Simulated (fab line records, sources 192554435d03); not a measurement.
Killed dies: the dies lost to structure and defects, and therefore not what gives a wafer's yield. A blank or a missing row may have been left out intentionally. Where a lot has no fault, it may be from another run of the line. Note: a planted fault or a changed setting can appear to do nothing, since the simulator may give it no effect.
A struck lot beside a sound one -- flow n5Finfet -- 16 out of 1938 route steps
Sound: the wafers L639.1, L639.5, L639.6. Wafers L645.3, L645.4, L645.5 were the ones struck. The cause is given at the end.
Per side, at each step with rows, come the tool, then ch with its chambers, and then its first start. Under that, the readings that differ: sound wafers -- struck wafers -- difference of the means -- sigmas: that difference in standard deviations of wafers without a fault.
alike: a reading whose means differ by less than 2 such deviations, as well as words and numbers matching on both sides. not compared: withheld readings; readings where some wafer has no value; bounds like >300 that might hide an equal value; numbers whose values overlap and for which the record gives no deviation.
The two part at a step that has a row with sigmas, a row that says differs or no value, or rows on one side only. Numbers that don't overlap but have no deviation are shown without sigmas and don't part them. Lack of a reading on every wafer of one side parts them only where that side has two or more wafers.

first, 1 step without rows for these wafers: N5_BEOL_M4_DEVELOP_27 (develop time 30 s).
N5_BEOL_M4_CD_MEAS_28: target cd 26.2 nm, target cd y 24.1 nm.
  sound on cdSem-03 ch 0, day 11 11:44; struck on cdSem-01 ch 0, day 13 03:10
  alike: cdNm
N5_BEOL_M4_OVL_MEAS_29:
  sound on overlay-01 ch 0, day 11 11:46; struck on overlay-01 ch 0, day 13 03:12
  alike: V3_OVL
N5_BEOL_M4_INSPECT_30: inspects for defects (brightfield).
  struck on defectInspect-02, day 13 03:15; sound on defectInspect-02, day 11 11:49
  alike: rawDefectCount
N5_BEOL_M4_DESCUM_33: chemistry O2, time 7 s.
  sound on rieDiel-01 ch 0,2,3, day 11 13:15; struck on rieDiel-06 ch 0,3, day 13 03:17
  alike: drypumpMotorCurrentA, oesProductAu, rfFwdPowerW, rfVppV, showerheadPlenumPTorr, tempC, throttleValvePct
  not compared: rfHoursCounterH
N5_BEOL_M4_ETCH_77: etches underlayer in N2/H2, target depth 6.5 nm, time 5.2 s.
  sound on rieDiel-01 ch 0,2,3, day 11 13:17; struck on rieDiel-06 ch 0,3, day 13 03:19
  alike: drypumpMotorCurrentA, etchRfOnTimeS, oesProductAu, rfFwdPowerW, rfVppV, showerheadPlenumPTorr, throttleValvePct
  not compared: rfHoursCounterH
N5_BEOL_M4_ETCH_69: etches SiARC in CF4, target depth 15.6 nm, time 26 s.
  sound on rieDiel-01 ch 0,2,3, day 11 13:18; struck on rieDiel-06 ch 0,3, day 13 03:20
  alike: drypumpMotorCurrentA, etchRfOnTimeS, oesProductAu, rfFwdPowerW, rfVppV, showerheadPlenumPTorr, throttleValvePct
  not compared: rfHoursCounterH
then, 1 step without rows for these wafers: N5_BEOL_M4_ALD_98 (deposits SiO2, target thk 2.5 nm, pulse time 1 s, co reactant pulse time 1 s).
N5_BEOL_M4_ETCHBACK_99: etches SiO2 in CHF3, target depth 5 nm, time 10.4 s.
  sound on rieDiel-06 ch 2,3, day 11 13:40; struck on rieDiel-03 ch 1,2,3, day 13 03:34
  alike: drypumpMotorCurrentA, oesProductAu, rfFwdPowerW, rfVppV, showerheadPlenumPTorr, throttleValvePct
  not compared: rfHoursCounterH
N5_BEOL_M4_ETCH_70: etches SOC in N2/H2, target depth 80 nm, overetch 24 nm, time 130 s.
  sound on rieDiel-06 ch 2,3, day 11 13:41; struck on rieDiel-03 ch 1,2,3, day 13 03:35
  alike: drypumpMotorCurrentA, oesProductAu, rfFwdPowerW, rfVppV, showerheadPlenumPTorr, tempC, throttleValvePct
  not compared: rfHoursCounterH
then, 2 steps without rows for these wafers: N5_BEOL_M4_STRIP_71 (strips in N2/H2); N5_BEOL_M4_STRIP_78 (strips in N2/H2).
N5_BEOL_M4_VIA_ETCH_34: etches the open film in C4F6/O2, target depth 69.4 nm, time 65.9 s.
  sound on rieDiel-06 ch 2,3, day 11 13:48; struck on rieDiel-03 ch 1,2,3, day 13 03:42
reading,sound,struck,difference,sigmas
model.etch.depthNm (nm),69.2 67.42 70.16,58.48 56.98 56.94,-11.46,
model.SOC_of_BEOL_M4_COAT_67.thkNm (nm),52 52.2 52,53 53.2 53.2,+1,
  alike: drypumpMotorCurrentA, oesProductAu, rfFwdPowerW, rfVppV, showerheadPlenumPTorr, throttleValvePct
  not compared: rfHoursCounterH
then, 1 step without rows for these wafers: N5_BEOL_M4_STRIP_83 (strips in C4F6/O2).
N5_BEOL_M4_RC_MEAS_101:
  sound on prober-02 ch 0, day 11 18:33; struck on prober-02 ch 0, day 13 10:29
reading,sound,struck,difference,sigmas
ION_N (uA/um),658 673 658,693 703 676,+28,+3
  alike: DIBL_N, DIBL_P, IOFF_N, IOFF_P, ION_P, SS_N, SS_P, VT_N, VT_P
-- record jumps: 4 days separate the struck wafers' starts on either side; left off in module BEOL_M4, taken up again in module PASSIVATION, whose first shown step is the route's number 1936 --
N5_PASSIVATION_PROBE_49:
  struck on prober-01, day 17 08:59; sound on prober-02, day 16 10:05
reading,sound,struck,difference,sigmas
sort_bin_8_speed (%),0.08 0 0,0 0 0,+0,-4
  alike: defectLimitedYield, killed_at_M0_to_M3, killed_at_M4_up, killedAtContacts, killedAtFrontEnd, killedAtOther, killedDies, killedOpen, killedShort, sort_bin_4_leakage, sort_bin_5_function, sort_bin_6_memory, sortNPass, sortYieldPct

== WHERE THEY PART ==
Earliest at N5_BEOL_M4_RC_MEAS_101; latest, in this record, at N5_PASSIVATION_PROBE_49.

WHY: the cause the simulator had injected
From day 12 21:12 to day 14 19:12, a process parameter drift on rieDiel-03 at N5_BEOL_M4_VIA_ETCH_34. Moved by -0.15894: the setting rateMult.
